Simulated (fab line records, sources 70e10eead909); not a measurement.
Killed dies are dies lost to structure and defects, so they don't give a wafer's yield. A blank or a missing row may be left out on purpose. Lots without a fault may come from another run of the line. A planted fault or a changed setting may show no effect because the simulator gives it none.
Which tool did it? | flow nand_harc | 11 lots, 33 wafers sampled, at 5 steps of a route of 1302

WHAT THE GAUGES READ, wafer by wafer
NHARC_P_M2_CD_MEAS_09: target cd 170 nm.
lot  | measured     | on        | cd_nm (nm)
L632 | day 6 19:08  | cd_sem-02 | 169.7 169.1 168.3
L635 | day 7 23:14  | cd_sem-01 | 169.5 170.2 170.3
L637 | day 8 20:46  | cd_sem-01 | 170.9 170.9 170.2
L638 | day 9 08:06  | cd_sem-01 | 168.7 169.1 168.6
L640 | day 9 23:38  | cd_sem-01 | 169.4 170.4 169.7
L646 | day 12 20:14 | cd_sem-01 | 169.9 175.1 168.8
L647 | day 13 16:23 | cd_sem-02 | 169.6 175.1 169.6
L652 | day 14 20:19 | cd_sem-01 | 170.1 169.7 169.7
L650 | day 15 01:34 | cd_sem-03 | 170.0 170.1 169.7
L653 | day 15 10:53 | cd_sem-03 | 170.0 169.5 170.3
L654 | day 15 21:59 | cd_sem-01 | 169.2 169.1 169.8

WHICH TOOL RAN EACH LOT (tool, then ch and the chambers of the sampled wafers, then the start)
lot  | NHARC_P_M1_ETCH_28                            | NHARC_P_M1_DEGAS_29          | NHARC_P_M1_PRE_CLEAN_32         | NHARC_P_M2_PEB_07
L632 | rie_diel-11 ch 1,2,3, day 6 16:13 or earlier  | pvd_sputter-01, day 6 16:13  | pecvd-03 ch 0,1, day 6 17:58    | litho_track-04 ch 0, day 6 19:04
L635 | rie_diel-09 ch 1,2,3, day 7 20:25 or earlier  | pvd_sputter-03, day 7 20:25  | pecvd-03 ch 1,2, day 7 22:02    | litho_track-06 ch 0, day 7 23:10
L637 | rie_diel-06 ch 0,3, day 8 17:39 or earlier    | pvd_sputter-01, day 8 17:39  | pecvd-04 ch 0,1, day 8 19:17    | litho_track-06 ch 0, day 8 20:41
L638 | rie_diel-11 ch 1,2,3, day 9 05:05 or earlier  | pvd_sputter-02, day 9 05:05  | pecvd-02 ch 1,2, day 9 06:45    | litho_track-01 ch 0, day 9 08:01
L640 | rie_diel-06 ch 0,3, day 9 20:40 or earlier    | pvd_sputter-02, day 9 20:40  | pecvd-04 ch 0,1, day 9 22:19    | litho_track-04 ch 0, day 9 23:34
L646 | rie_diel-06 ch 0,1,3, day 12 17:17 or earlier | pvd_sputter-03, day 12 17:17 | pecvd-04 ch 0,1, day 12 18:55   | litho_track-06 ch 0, day 12 20:09
L647 | rie_diel-06 ch 1,2, day 13 13:26 or earlier   | pvd_sputter-02, day 13 13:26 | pecvd-03 ch 0,1,2, day 13 15:05 | litho_track-06 ch 0, day 13 16:17
L652 | rie_diel-11 ch 2,3, day 14 17:29 or earlier   | pvd_sputter-01, day 14 17:29 | pecvd-04 ch 0,2, day 14 19:08   | litho_track-04 ch 0, day 14 20:14
L650 | rie_diel-06 ch 1,2,3, day 14 22:37 or earlier | pvd_sputter-03, day 14 22:37 | pecvd-03 ch 1,2, day 15 00:14   | litho_track-04 ch 0, day 15 01:29
L653 | rie_diel-11 ch 0,1,3, day 15 07:53 or earlier | pvd_sputter-03, day 15 07:53 | pecvd-02 ch 0,2, day 15 09:41   | litho_track-04 ch 0, day 15 10:48
L654 | rie_diel-06 ch 0,1,2, day 15 19:11 or earlier | pvd_sputter-01, day 15 19:11 | pecvd-02 ch 0,1, day 15 20:47   | litho_track-01 ch 0, day 15 21:54
- NHARC_P_M1_ETCH_28: etches the open film in CF4/N2, target depth 30 nm, time 72.99 s.
- NHARC_P_M1_DEGAS_29: time 60 s.
- NHARC_P_M1_PRE_CLEAN_32: time 12 s.
- NHARC_P_M2_PEB_07: peb time 65 s.

THE ANSWER, worked out from the rows above alone
Rule: what is usual is taken from the lots themselves. Put in order of their means at a reading, lots are off if they are a third of the lots or fewer, leave a main group of 4 or more, and stand apart from it by a gap of 3 or more times the standard deviation of the main group's means; of several such gaps the widest counts. A main group whose means are all the same, to the digits that the tables above print for the reading, isn't used. A lot without any number at a reading at which 4 lots or more have one is off too. The other lots that the step has rows for count as sound.
No lot is off at any reading shown: from this, nothing can be told.

WHAT THE SIMULATOR HAD PUT IN
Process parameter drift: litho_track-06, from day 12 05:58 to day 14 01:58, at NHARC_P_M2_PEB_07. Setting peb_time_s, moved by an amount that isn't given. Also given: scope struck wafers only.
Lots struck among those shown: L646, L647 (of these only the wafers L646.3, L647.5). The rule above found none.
